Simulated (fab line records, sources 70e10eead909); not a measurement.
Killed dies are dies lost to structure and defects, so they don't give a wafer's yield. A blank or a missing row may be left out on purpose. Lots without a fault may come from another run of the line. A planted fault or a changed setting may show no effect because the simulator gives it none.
Chamber matching | flow nand_harc | NHARC_THIN_TSV_CMP_01 on cmp-04: 4 sister chambers
The step polishes. 20 wafers are shown with their chamber, then 10 later ones without.

WAFERS WITH THEIR CHAMBER
wafer  | chamber | motor_current_A (A) | retaining_ring_pressure_frac
L074.1 | 1       | 14.1                | 1.004
L074.5 | 2       | 11.0                | 1.000
L074.6 | 1       | 13.8                | 1.009
L075.1 | 2       | 11.0                | 1.001
L075.2 | 3       | 11.5                | 0.996
L075.6 | 2       | 11.2                | 1.000
L082.1 | 2       | 10.9                | 0.995
L082.2 | 0       | 15.0                | 0.997
L082.6 | 1       | 13.6                | 0.992
L085.2 | 2       | 11.6                | 1.005
L085.5 | 0       | 14.9                | 1.002
L085.6 | 3       | 12.0                | 1.000
L088.2 | 0       | 14.7                | 1.006
L088.3 | 2       | 10.9                | 0.996
L088.5 | 0       | 14.7                | 1.001
L089.2 | 1       | 13.7                | 0.999
L089.4 | 3       | 11.9                | 0.996
L089.6 | 1       | 13.4                | 0.993
L091.1 | 0       | 15.6                | 1.002
L091.2 | 2       | 11.3                | 0.998

SIGNATURES (means of the wafers above)
reading                      | chamber 0 | chamber 1 | chamber 2 | chamber 3 | scatter within a chamber
motor_current_A              | 14.980    | 13.720    | 11.129    | 11.800    | 0.291
retaining_ring_pressure_frac | 1.00160   | 0.99940   | 0.99929   | 0.99733   | 0.00453
Rule: a wafer's distance from a chamber is the root of the sum, over the readings, of the square of ((its reading less the chamber's mean) divided by the reading's scatter). The wafer belongs to the nearest chamber; if the next one is less than 2 further off, it can't be placed. The scatter: the root of (the sum of the squares of (reading less its chamber's mean) over the shown wafers, divided by (wafers less chambers)).

WAFERS WITHOUT THEIR CHAMBER
wafer  | motor_current_A (A) | retaining_ring_pressure_frac
L091.5 | 11.3                | 0.997
L092.1 | 15.3                | 0.999
L092.3 | 11.0                | 1.001
L092.6 | 11.2                | 1.003
L094.1 | 11.7                | 1.000
L094.4 | 10.8                | 1.013
L094.5 | 15.1                | 1.009
L095.1 | 10.7                | 1.000
L095.3 | 13.9                | 0.999
L095.6 | 14.8                | 1.004

WHICH CHAMBER EACH WENT THROUGH
wafer  | from the rows above     | in truth
L091.5 | can't be placed: 2 or 3 | 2
L092.1 | 0                       | 0
L092.3 | 2                       | 2
L092.6 | can't be placed: 2 or 3 | 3
L094.1 | can't be placed: 3 or 2 | 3
L094.4 | can't be placed: 2 or 3 | 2
L094.5 | 0                       | 0
L095.1 | 2                       | 2
L095.3 | 1                       | 1
L095.6 | 0                       | 0
Placed correctly: 6 of 10. Can't be placed from these rows: 4 (the true chamber is among the candidates in 4). Placed wrongly: 0.
